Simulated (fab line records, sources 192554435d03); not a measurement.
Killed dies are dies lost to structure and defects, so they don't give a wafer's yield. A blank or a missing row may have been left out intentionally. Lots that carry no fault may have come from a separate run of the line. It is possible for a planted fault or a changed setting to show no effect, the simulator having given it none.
Problem report, 8D (eight disciplines) form, completed by code | flow n5-finfet | the parts of the form that need people (team, actions taken, sign-off) are left out

## 1. WHAT WENT WRONG
oes-product-au at N5_DUMMY_GATE_ETCH_23 reads a mean of 1.260 a.u. on 2 wafers of 2 lots; wafers without a fault read 1.003 a.u. with a standard deviation of 0.022. That puts it +12 standard deviations away from the usual mean.
The step: etches poly-Si in HBr/Cl2/O2, target depth 41 nm, time 22.3 s.
First observed at day 4 14:03: wafer L447.6, on rie-si-01. The record holds 18 wafers of 6 lots with a number at this step. By rule, "out" or "out of limits" means more than 4 standard deviations away from the usual mean. All remaining wafers that have a number are taken as sound.

## 2. WHAT IT IS, WHAT IT ISN'T
question                    | is               | is not
which readings at this step | oes-product-au   | he-backside-leak-sccm, mfc-cl2-sccm, oes_o_777_au, throttle-valve-pct
which lots                  | L447, L450       | L442, L451, L459, L461
which wafers of those lots  | L447.6, L450.1   | L447.3, L447.4, L450.2, L450.4
read on which tools         | rie-si-01        | rie-si-06
when                        | from day 4 14:03 | up to then (5 sound wafers); but 11 sound wafers of L450, L451, L459, L461 came after

## 3. SUSPECTS, AND WHAT RULES EACH OUT
Counting: a tool at a process step up to the reading stays a suspect if it ran every lot that is out. Sound lots after the first of them don't rule it out here, since some wafers of a struck lot are sound.
- rie-diel-02 at N5_DUMMY_GATE_ETCH_31 (etches SiO2 in C4F6/O2, target depth 82.5 nm, time 27.5 s): kept. Ran every lot that is out, first one L447 (day 4 13:46); last sound lot up to then L442 (day 3 05:44).
- rie-diel-02 at N5_DUMMY_GATE_HM_OPEN_21 (chemistry CH3F/O2, target SiNx, target depth 120 nm, time 171.4 s): kept. Ran every lot that is out, first one L447 (day 4 13:52); last sound lot up to then L442 (day 3 05:49).
- rie-si-01 at N5_DUMMY_GATE_ETCH_23 (etches poly-Si in HBr/Cl2/O2, target depth 41 nm, time 22.3 s): kept. It ran every lot that is out, first L447 (day 4 14:03). Its own oes-product-au readings are out on those wafers.
- rie-diel-02, N5_DUMMY_GATE_ETCH_31: wafers that are out in chamber 1, sound lot-mates in chambers 0, 2, 3.
- rie-diel-02, N5_DUMMY_GATE_HM_OPEN_21: wafers that are out in chamber 1, sound lot-mates in chambers 0, 2, 3.
Still standing after the count: rie-diel-02 at N5_DUMMY_GATE_ETCH_31, rie-diel-02 at N5_DUMMY_GATE_HM_OPEN_21, rie-si-01 at N5_DUMMY_GATE_ETCH_23.

## 4. THE CAUSE (what the simulator had put in)
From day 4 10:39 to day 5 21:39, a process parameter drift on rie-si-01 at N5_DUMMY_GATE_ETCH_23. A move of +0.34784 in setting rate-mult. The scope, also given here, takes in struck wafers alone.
This tool is one of the 3 suspects left after counting.

## 5. SEQUENCE OF EFFECTS, ordered by route
Each row: a reading where the mean over the struck wafers with a number is more than 3 standard deviations away from the usual. Only readings for which the record gives a usual standard deviation are gone through. hours: the time from each lot's start at the first step in this table that gives one to its start at this step, as a median over the lots. sigmas: the change in usual standard deviations.
hours | step                  | reading        | usual      | on struck wafers | change | sigmas
0     | N5_DUMMY_GATE_ETCH_23 | oes-product-au | 1.003 a.u. | 1.260            | +0.257 | +12
Here are the process steps it includes:
- N5_DUMMY_GATE_ETCH_23: etches poly-Si in HBr/Cl2/O2, target depth 41 nm, time 22.3 s.
At these later measuring or inspecting steps, every struck wafer for which the step has a row has a number for every such reading, and none has moved that far: N5_BEOL_M4_RC_MEAS_101.

## 6. HOW IT WOULD HAVE BEEN CAUGHT EARLIER
First out-of-limits reading in this record: day 4 14:03, which is 3 hours after fault onset at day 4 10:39.
